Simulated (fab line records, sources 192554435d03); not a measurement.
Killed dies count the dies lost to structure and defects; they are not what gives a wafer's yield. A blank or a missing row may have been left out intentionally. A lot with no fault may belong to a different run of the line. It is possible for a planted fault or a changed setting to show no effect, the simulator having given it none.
A lot that was struck, set against a sound lot    flow n5-finfet    15 steps out of a route of 1938
Sound: wafers L520.1, L520.2, L520.5. Wafers L512.1, L512.2, L512.3 were the ones struck. The cause is given at the end.
For every step that has rows: the tool of each side, followed by ch and its chambers, followed by its first start. Under that, the readings that differ: sound wafers    struck wafers    difference of the means    sigmas: that difference in standard deviations of wafers without a fault.
alike: readings with means less than 2 such deviations apart, plus words and numbers identical on both sides. not compared: withheld readings, readings lacking a value on some wafer, bounds such as >300 that could conceal the same value, and numbers that have no deviation in the record and whose values overlap.
The two part at a step that has a row with sigmas, a row that says differs or no value, or rows on one side only. When numbers do not overlap yet have no deviation, they are printed without sigmas and do not part them. Lack of a reading on every wafer of one side parts them only where that side has two or more wafers.

first, 8 steps without rows for these wafers: N5_BEOL_M12_COAT_58 (time 60 s, resist thk 89 nm); N5_BEOL_M12_COAT_04 (resist thk 400 nm); N5_BEOL_M12_EBR_06; N5_BEOL_M12_SOFTBAKE_05 (time 60 s); N5_BEOL_M12_EXPOSE_07 (exposes mask V11); N5_BEOL_M12_PEB_08 (peb time 90 s); N5_BEOL_M12_DEVELOP_09 (develop time 45 s); N5_BEOL_M12_HARDBAKE_14 (time 120 s).
N5_BEOL_M12_CD_MEAS_10: target cd 140 nm.
  sound on cd-sem-03 ch 0, day 16 07:39; struck on cd-sem-03 ch 0, day 14 12:14
  alike: cd-nm
N5_BEOL_M12_OVL_MEAS_11:
  sound on overlay-01 ch 0, day 16 07:42; struck on overlay-02 ch 0, day 14 12:16
  alike: V11_OVL
N5_BEOL_M12_INSPECT_12: inspects for defects (macro).
  sound on defect-inspect-02 at day 16 07:43; struck on defect-inspect-02 at day 14 12:17
  alike: raw-defect-count
N5_BEOL_M12_DESCUM_15: chemistry O2, time 7.9 s.
  sound on rie-diel-04 ch 0,3, day 16 07:45; struck on rie-diel-05 ch 1,2,3, day 14 12:22
  alike: drypump-motor-current-A, oes-product-au, rf-vpp-V, showerhead-plenum-p-Torr, throttle-valve-pct
  not compared: rf-hours-counter-h
N5_BEOL_M12_ETCH_59: etches BARC in N2/H2, target depth 89 nm, overetch 26.7 nm, time 67.9 s.
  sound on rie-diel-04 ch 0,3, day 16 07:47; struck on rie-diel-05 ch 1,2,3, day 14 12:24
reading       sound              struck             difference  sigmas
bias-w (W)    150.1 149.9 149.9  134.9 134.2 134.6  -15.4       -35
rf-vpp-V (V)  521.0 527.3 525.3  493.0 491.0 488.1  -33.8       -12
  alike: drypump-motor-current-A, n2-flow-sccm, oes-product-au, showerhead-plenum-p-Torr, throttle-valve-pct
  not compared: rf-hours-counter-h
N5_BEOL_M12_VIA_ETCH_16: etches SiOC in C4F8/O2/Ar, target depth 724.8 nm.
  sound on rie-diel-04 ch 0,3, day 16 07:50; struck on rie-diel-05 ch 1,2,3, day 14 12:27
  alike: bias-w, drypump-motor-current-A, oes-product-au, rf-vpp-V, showerhead-plenum-p-Torr, throttle-valve-pct
N5_PASSIVATION_PROBE_49:
  rows exist in the record for the sound wafers here (prober-01, day 18 10:34), none for the struck ones

WHERE THEY PART
At N5_BEOL_M12_ETCH_59 first; at N5_PASSIVATION_PROBE_49 last (within this record only).

WHY: whatever the simulator had introduced
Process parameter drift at N5_BEOL_M12_ETCH_59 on rie-diel-05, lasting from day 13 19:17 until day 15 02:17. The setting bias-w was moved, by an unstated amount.
